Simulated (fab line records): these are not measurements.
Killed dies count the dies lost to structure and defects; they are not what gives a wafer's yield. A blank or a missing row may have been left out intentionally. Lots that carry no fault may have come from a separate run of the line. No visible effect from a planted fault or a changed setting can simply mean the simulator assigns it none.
Matching of chambers    flow nand-harc    NHARC_P_BONDPAD_DESCUM_11 on rie-diel-05: 4 sister chambers
The step chemistry O2, time 3 s. 8 wafers are shown with their chamber, then 8 later ones without.

== WAFERS WITH THEIR CHAMBER ==
wafer   chamber  oes-product-au (a.u.)  rf-vpp-V (V)
L074.5  2        1.014                  59.4
L078.1  1        0.986                  57.3
L081.3  2        1.014                  58.0
L081.5  0        1.008                  59.1
L081.1  0        1.013                  58.3
L081.4  1        1.001                  58.3
L081.6  3        1.010                  57.9
L085.3  3        1.003                  55.3

== WAFERS MISSING THEIR CHAMBER ==
wafer   oes-product-au (a.u.)  rf-vpp-V (V)
L085.5  1.018                  58.5
L085.6  1.010                  59.3
L088.1  1.025                  58.4
L088.3  1.009                  56.8
L088.6  1.011                  59.3
L096.1  1.003                  58.5
L096.2  1.013                  57.7
L096.5  0.985                  57.7

== WHICH CHAMBER EACH ONE RAN IN ==
wafer   from the rows above                in truth
L085.5  can't be placed: 2 or 0 or 3       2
L085.6  can't be placed: 0 or 2 or 3       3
L088.1  can't be placed: 2 or 0 or 3       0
L088.3  can't be placed: 3 or 0 or 2       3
L088.6  can't be placed: 0 or 2 or 3       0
L096.1  can't be placed: 0 or 1 or 3 or 2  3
L096.2  can't be placed: 2 or 0 or 3       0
L096.5  1                                  1
1 of 8 placed correctly. Can't be placed from these rows: 7 (the true chamber is among the candidates in 7). Number placed wrongly: 0.
How it was worked out, from the rows above alone: a wafer's distance from a chamber is the root of the sum, over the readings, of the square of ((its reading less the chamber's mean) divided by the reading's scatter). The wafer belongs to the nearest chamber; if the next one is less than 2 further off, it can't be placed. A chamber's mean is the mean of its shown wafers. The scatter is the square root of a quotient: the sum, over the shown wafers, of each reading's squared deviation from its chamber's mean, divided by wafers minus chambers.
